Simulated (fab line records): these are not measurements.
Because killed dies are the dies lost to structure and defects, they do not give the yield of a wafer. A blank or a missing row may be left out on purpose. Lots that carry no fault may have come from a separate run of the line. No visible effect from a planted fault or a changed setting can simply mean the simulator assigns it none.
Chamber matching + flow n5 finfet + N5_GATE_CUT_DESCUM_18 on rie diel-01: 4 sister chambers
The step chemistry O2, time 7 s. 4 wafers are shown with their chamber, then 7 later ones without.

== EACH WAFER AND ITS CHAMBER ==
| wafer  | chamber | showerhead plenum p Torr (Torr) |
|--------|---------|---------------------------------|
| L082.1 | 3       | 2.14                            |
| L085.2 | 2       | 2.12                            |
| L085.6 | 0       | 2.06                            |
| L090.5 | 1       | 1.98                            |

== WAFERS WITH NO CHAMBER GIVEN ==
| wafer  | showerhead plenum p Torr (Torr) |
|--------|---------------------------------|
| L090.6 | 2.12                            |
| L093.1 | 2.14                            |
| L093.4 | 1.98                            |
| L093.5 | 1.98                            |
| L094.1 | 1.97                            |
| L094.5 | 2.14                            |
| L094.6 | 2.05                            |

== CHAMBER TAKEN BY EACH ==
| wafer  | from the rows above | in truth |
|--------|---------------------|----------|
| L090.6 | 2                   | 2        |
| L093.1 | 3                   | 3        |
| L093.4 | 1                   | 1        |
| L093.5 | 1                   | 1        |
| L094.1 | 1                   | 1        |
| L094.5 | 3                   | 3        |
| L094.6 | 0                   | 0        |
Placed correctly: 7 of 7. Number that these rows cannot place: 0. Placed wrongly: 0.
How it was worked out, from the rows above alone: a wafer's distance from a chamber is the root of the sum, over the readings, of the square of ((its reading less the chamber's mean) divided by the reading's scatter). If the next closest chamber is less than 2 further off than the closest, the wafer can't be placed; otherwise it belongs to the closest. Each chamber's mean is taken over the wafers shown for it. The scatter (one wafer shown for each chamber): square how far every hidden wafer sits from the nearest shown wafer, average those squares and take the square root.
